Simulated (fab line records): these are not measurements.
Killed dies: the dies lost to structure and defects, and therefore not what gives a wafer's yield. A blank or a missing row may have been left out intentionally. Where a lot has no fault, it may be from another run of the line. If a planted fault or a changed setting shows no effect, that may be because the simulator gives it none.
A struck lot beside a sound one	flow n5_finfet	36 out of 1938 route steps
Sound: wafers L777.1, L777.4, L777.6. Struck: wafer L772.1 (left out: L772.2, L772.5 of the same lot, which were not struck); the cause appears at the end.
Each step with rows lists, per side, the tool, then ch with its chambers, then its first start. Under that, the readings that differ: sound wafers	struck wafers	difference of the means	sigmas: that difference in standard deviations of wafers without a fault.
alike: readings with means less than 2 such deviations apart, plus words and numbers identical on both sides. not compared: withheld readings, readings lacking a value on some wafer, bounds such as >300 that could conceal the same value, and numbers that have no deviation in the record and whose values overlap.
The two part at a step that has a row with sigmas, a row that says differs or no value, or rows on one side only. Numbers that don't overlap but have no deviation are shown without sigmas and don't part them. A reading that every wafer of one side lacks parts them only if that side has two wafers or more.

first, 9 steps without rows for these wafers: N5_BEOL_M12_PRE_CLEAN_42 (time 30 s); N5_BEOL_M12_SPUTTER_43 (material TaN, target thk 15 nm, time 24.19 s); N5_BEOL_M12_SPUTTER_44 (material Ta, target thk 10 nm, time 16.13 s); N5_BEOL_M12_SPUTTER_45 (material Cu, target thk 80 nm, time 13.33 s); N5_BEOL_M12_ECD_47 (material Cu, target thk 720 nm); N5_BEOL_M12_ANNEAL_48 (time 90 s); N5_BEOL_M12_CMP_49 (polishes, stops on SiOC, t overpolish 20.6 s, target thk 320 nm); N5_BEOL_M12_PRE_CLEAN_52 (time 15 s); N5_BEOL_M12_DEP_53 (deposits SiCN from 3MS/NH3, target thk 30 nm, time 10.5 s).
N5_BEOL_M13_ILD_DEP_00: deposits SiOC from DEMS/O2, target thk 837.92 nm, time 166.4 s.
  sound on pecvd-01 ch 1,2, day 15 20:50; struck on pecvd-03 ch 1, day 14 20:47
reading	sound	struck	difference	sigmas
susceptor_temp_C (C)	349.85 350.09 349.97	338.71	-11.26	-56
model.SiOC_of_BEOL_M13_ILD_DEP_00.thk_nm (nm)	851 846 857.8	879.4	+27.8	
  alike: heater_power_w, showerhead_plenum_p_Torr, throttle_valve_pct
N5_BEOL_M13_THK_MEAS_01:
  sound on film_metro-02, day 15 20:59; struck on film_metro-01, day 14 20:57
reading	sound	struck	difference	sigmas
M13_ILD_THK (nm)	851 846 857	879	+28	+3
then, 10 steps without rows for these wafers: N5_BEOL_M13_COAT_58 (time 60 s, resist thk 89 nm); N5_BEOL_M13_COAT_04 (resist thk 400 nm); N5_BEOL_M13_EBR_06; N5_BEOL_M13_SOFTBAKE_05 (time 60 s); N5_BEOL_M13_EXPOSE_07 (exposes mask V12); N5_BEOL_M13_PEB_08 (peb time 90 s); N5_BEOL_M13_DEVELOP_09 (develop time 45 s); N5_BEOL_M13_HARDBAKE_14 (time 120 s); N5_BEOL_M13_DESCUM_15 (chemistry O2, time 7.9 s); N5_BEOL_M13_ETCH_59 (etches BARC in N2/H2, target depth 89 nm, overetch 26.7 nm, time 67.9 s).
N5_BEOL_M13_VIA_ETCH_16: etches SiOC in C4F8/O2/Ar, target depth 921.7 nm.
  sound on rie_diel-02 ch 1,3, day 15 21:35; struck on rie_diel-04 ch 0, day 14 21:33
reading	sound	struck	difference	sigmas
showerhead_plenum_p_Torr (Torr)	3.59 3.57 3.57	3.31	-0.27	-2
model.etch.depth_nm (nm)	850.9 846 857.8	879.5	+27.9	
model.coat_of_BEOL_M13_COAT_04.thk_nm (nm)	66.4 67.4 64.2	59.4	-6.6	
  alike: drypump_motor_current_A, oes_product_au, rf_vpp_V, throttle_valve_pct
N5_BEOL_M13_STRIP_63: strips in N2/H2.
  sound on plasma_asher-02 ch 0,1, day 15 21:50; struck on plasma_asher-02 ch 0, day 14 21:47
  alike: drypump_motor_current_A, heater_power_w, n2_flow_sccm, oes_product_au, strip_time_to_endpoint_s
  not compared: rf_hours_counter_h
then, 12 steps without rows for these wafers: N5_BEOL_M13_STRIP_64 (strips in N2/H2); N5_BEOL_M13_STRIP_71 (strips in post etch residue remover, time 60 s); N5_BEOL_M13_SRD_72 (time 30 s, dry time 30 s); N5_BEOL_M13_COAT_65 (time 60 s, resist thk 350 nm); N5_BEOL_M13_COAT_66 (time 60 s, resist thk 110 nm); N5_BEOL_M13_COAT_22 (resist thk 300 nm); N5_BEOL_M13_EBR_24; N5_BEOL_M13_SOFTBAKE_23 (time 60 s); N5_BEOL_M13_EXPOSE_25 (exposes mask M13, target cd 210 nm); N5_BEOL_M13_PEB_26 (peb time 90 s); N5_BEOL_M13_DEVELOP_27 (develop time 45 s); N5_BEOL_M13_HARDBAKE_32 (time 120 s).
N5_BEOL_M13_CMP_49: polishes, stops on SiOC, t overpolish 17.1 s, target thk 420 nm.
  sound on cmp-03 ch 0,1, day 16 03:46; struck on cmp-02 ch 2, day 15 02:08
reading	sound	struck	difference	sigmas
overpolish_run_s (s)	17.101 17.089 17.084	17.112	+0.021	+2
model.SiOC_of_BEOL_M13_ILD_DEP_00.thk_nm (nm)	793.8 788.8 799.4	821	+27	
  alike: barrier_field_endpoint_s, motor_current_A, slurry_flow_ml_min

== WHERE THEY PART ==
Earliest at N5_BEOL_M13_ILD_DEP_00; latest, in this record, at N5_BEOL_M13_CMP_49.

WHY: whatever the simulator had introduced
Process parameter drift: pecvd-03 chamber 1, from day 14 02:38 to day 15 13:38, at N5_BEOL_M13_ILD_DEP_00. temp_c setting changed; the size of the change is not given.
